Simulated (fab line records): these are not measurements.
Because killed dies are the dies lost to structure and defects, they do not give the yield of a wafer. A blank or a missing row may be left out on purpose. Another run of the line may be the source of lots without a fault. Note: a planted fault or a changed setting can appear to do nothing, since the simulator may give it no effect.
Which tool was responsible? ; flow nand harc ; 12 lots, 36 wafers sampled, at 6 steps of a route of 1302

== WHAT THE GAUGES READ, wafer by wafer ==
NHARC_A_ONON_D2_THK_MEAS_24: measures by ellipsometry. Usual: 1002 nm for thk nm, sd 8.4.
lot;measured;on;thk nm (nm);flag
L365;day 13 02:09;film metro-01;1001 1001 1000;
L366;day 13 20:19;film metro-02;981 982 980;
L367;day 14 02:31;film metro-02;1002 1002 1002;
L368;day 14 14:02;film metro-01;1530 1532 1530;OFF
L369;day 15 16:08;film metro-02;1535 1539 1537;OFF
L379;day 19 02:34;film metro-02;1002 1002 1003;
L380;day 19 20:23;film metro-02;1006 1006 1006;
L382;day 20 16:22;film metro-01;1001 1000 1003;
L383;day 20 20:32;film metro-02;1005 1006 1006;
L384;day 21 13:18;film metro-01;995 995 994;
L385;day 21 22:10;film metro-02;995 996 996;
L387;day 22 05:56;film metro-02;994 993 994;

NHARC_END_SORT_01. Usual: killed at array 46, standard deviation 16; killed at other 0.9, standard deviation 1.3; killed at periphery 4.1, standard deviation 3; killed dies 51, standard deviation 17; killed open 3.5, standard deviation 1.8; killed short 2.5, standard deviation 1.8.
lot;measured;on;killed at array;killed at other;killed at periphery;killed dies;killed open;killed short;flag
L368;day 26 10:02;prober-01;671 667 669;1 1 1;5 9 7;677 677 677;2 7 4;1 3 0;OFF
L369;day 27 03:20;prober-02;671 674 677;1 1 0;5 2 0;677 677 677;4 1 2;1 3 1;OFF

== EACH LOT AND THE TOOL THAT RAN IT (in order: tool; ch and the chambers of the sampled wafers; start) ==
lot;NHARC_A_CHANNEL_HOLE_D1_ETCH_33;NHARC_A_ONON_D2_DEP_22;NHARC_A_CHANNEL_HOLE_D2_DESCUM_15;NHARC_A_CHANNEL_HOLE_D2_ETCH_16
L365;har etch-02 ch 0,1, day 8 23:11;pecvd onon-04 ch 0, day 13 01:41;rie diel-11 ch 1,2,3, day 13 09:41;rie diel-11 ch 0,3, no start
L366;har etch-01 ch 1, day 9 13:26;pecvd onon-01 ch 0, day 13 19:48;rie diel-03 ch 0,1,2, day 14 00:56;rie diel-03 ch 0,3, no start
L367;har etch-01 ch 0,1, day 9 23:52;pecvd onon-01 ch 0, day 14 02:01;rie diel-12 ch 0,1, day 14 07:08;rie diel-12 ch 0,1, no start
L368;har etch-02 ch 0,1, day 10 07:58;pecvd onon-01 ch 0, day 14 13:38;-;-
L369;har etch-02 ch 0,1, day 11 09:38;pecvd onon-01 ch 0, day 15 15:44;-;-
L379;har etch-01 ch 0,1, day 15 06:08;pecvd onon-01 ch 0, day 19 02:07;rie diel-03 ch 0,1,3, day 19 07:11;rie diel-03 ch 2,3, no start
L380;har etch-02 ch 0,1, day 15 15:56;pecvd onon-04 ch 0, day 19 19:56;rie diel-11 ch 2,3, day 20 07:11;rie diel-11 ch 0,1,3, no start
L382;har etch-01 ch 0,1, day 16 06:56;pecvd onon-02 ch 0, day 20 15:55;rie diel-03 ch 2,3, day 20 22:08;rie diel-03 ch 0,2,3, no start
L383;har etch-01 ch 1, day 16 16:49;pecvd onon-02 ch 0, day 20 20:01;rie diel-12 ch 0,1,2, day 21 02:30;rie diel-12 ch 1,2,3, no start
L384;har etch-01 ch 0,1, day 17 08:41;pecvd onon-02 ch 0, day 21 12:52;rie diel-11 ch 0,1, day 21 17:46;rie diel-11 ch 0,3, no start
L385;har etch-02 ch 0,1, day 17 18:37;pecvd onon-02 ch 0, day 21 21:39;rie diel-12 ch 1,2,3, day 22 06:32;rie diel-12 ch 0,2,3, no start
L387;har etch-02 ch 0,1, day 18 04:31;pecvd onon-04 ch 0, day 22 05:26;rie diel-11 ch 0,1,2, day 22 11:44;rie diel-11 ch 2,3, no start
- NHARC_A_CHANNEL_HOLE_D1_ETCH_33: etches the open film in C4F8/O2/Ar, time 90 s, target depth 400 nm.
- NHARC_A_ONON_D2_DEP_22: target thk 1000 nm.
- NHARC_A_CHANNEL_HOLE_D2_DESCUM_15: chemistry O2, time 3 s.
- NHARC_A_CHANNEL_HOLE_D2_ETCH_16: etches the open film in O2/COS, target depth 3100 nm, time 806 s.

== AS READ BY THE TOOLS THEMSELVES (means over the sampled wafers that have a number; for cases with no such wafer, the mark the record gives instead) ==
NHARC_A_CHANNEL_HOLE_D1_ETCH_33. Usual: c4f8 flow sccm 41.72 sccm, standard deviation 0.12; drypump motor current A 5.27 A, standard deviation 0.19; showerhead plenum p Torr 3.70 Torr, standard deviation 0.12; throttle valve pct 27.621 %, standard deviation 0.0086.
lot;tool;c4f8 flow sccm (sccm);drypump motor current A (A);showerhead plenum p Torr (Torr);throttle valve pct (%);flag
L365;har etch-02;41.78;5.51;3.69;27.621;
L366;har etch-01;41.77;5.12;3.72;27.618;
L367;har etch-01;41.67;5.14;3.74;27.614;
L368;har etch-02;41.64;5.52;3.68;27.619;
L369;har etch-02;41.61;5.49;3.68;27.613;
L379;har etch-01;41.78;5.17;3.71;27.620;
L380;har etch-02;41.70;5.37;3.53;27.618;
L382;har etch-01;41.65;5.14;3.69;27.618;
L383;har etch-01;41.72;5.09;3.66;27.629;
L384;har etch-01;41.63;5.15;3.68;27.622;
L385;har etch-02;41.67;5.38;3.89;27.613;
L387;har etch-02;41.92;5.50;3.82;27.630;

NHARC_A_CHANNEL_HOLE_D2_DESCUM_15. Usual: drypump motor current A 5.6 A, standard deviation 0.48; oes product au 0.995 a.u., standard deviation 0.0097; rf vpp V 57.7 V, standard deviation 0.83; showerhead plenum p Torr 1.89 Torr, standard deviation 0.078; throttle valve pct 11.312 %, standard deviation 0.0091.
lot;tool;drypump motor current A (A);oes product au (a.u.);rf vpp V (V);showerhead plenum p Torr (Torr);throttle valve pct (%);flag
L365;rie diel-11;5.7;0.990;58.6;1.88;11.311;
L366;rie diel-03;5.6;0.989;58.5;1.82;11.308;
L367;rie diel-12;5.8;0.989;57.7;1.97;11.314;
L379;rie diel-03;5.6;0.994;57.3;1.85;11.319;
L380;rie diel-11;5.9;0.987;56.9;1.89;11.311;
L382;rie diel-03;5.9;0.988;56.3;1.80;11.309;
L383;rie diel-12;5.5;1.002;58.3;1.95;11.310;
L384;rie diel-11;5.1;1.009;57.1;1.87;11.314;
L385;rie diel-12;5.6;0.994;57.9;1.89;11.312;
L387;rie diel-11;5.4;0.997;58.2;1.92;11.301;

NHARC_A_CHANNEL_HOLE_D2_ETCH_16. Usual: drypump motor current A 5.6 A, standard deviation 0.48; oes product au 0.995 a.u., standard deviation 0.0097; rf vpp V 313.4 V, standard deviation 2; showerhead plenum p Torr 3.08 Torr, standard deviation 0.12; throttle valve pct 28.331 %, standard deviation 0.0087.
lot;tool;drypump motor current A (A);oes product au (a.u.);rf vpp V (V);showerhead plenum p Torr (Torr);throttle valve pct (%);flag
L365;rie diel-11;5.4;0.990;314.1;3.09;28.323;
L366;rie diel-03;5.7;0.990;313.6;3.07;28.338;
L367;rie diel-12;5.9;0.979;315.4;3.21;28.330;
L379;rie diel-03;5.9;1.002;312.0;2.95;28.320;
L380;rie diel-11;5.3;0.998;312.7;3.07;28.336;
L382;rie diel-03;5.8;0.991;312.7;3.01;28.332;
L383;rie diel-12;5.7;0.998;312.7;3.09;28.336;
L384;rie diel-11;5.1;0.993;314.7;3.15;28.333;
L385;rie diel-12;5.5;0.985;315.5;3.20;28.339;
L387;rie diel-11;6.0;1.004;313.8;3.13;28.334;

== THE ANSWER, worked out from the rows above alone ==
Rule: take the mean of a lot's wafers that have a number; if it is more than 3 standard deviations from the usual mean, the lot is off. Also off: a lot with no number at a reading for which 4 or more lots have one. Where the step has rows for the other lots, those lots are counted as sound. Order of review: gauges by route order, followed by the tools' own readings, for which a lot's mean as printed above is used. At the first step where some lot is off, the reading lying furthest off is the one used; lots without a number count as furthest.
Off at NHARC_A_ONON_D2_THK_MEAS_24 (thk nm): L368, L369.
If a tool, at a process step before that reading, ran all the lots that are off and no sound lot after the first of them, it fits. Not tried: the gauges at NHARC_A_ONON_D2_THK_MEAS_24; whatever is off there is also off at NHARC_END_SORT_01, on other tools, and gauge error can't account for it. None of those tried fits.

== WHAT THE SIMULATOR HAD INSERTED ==
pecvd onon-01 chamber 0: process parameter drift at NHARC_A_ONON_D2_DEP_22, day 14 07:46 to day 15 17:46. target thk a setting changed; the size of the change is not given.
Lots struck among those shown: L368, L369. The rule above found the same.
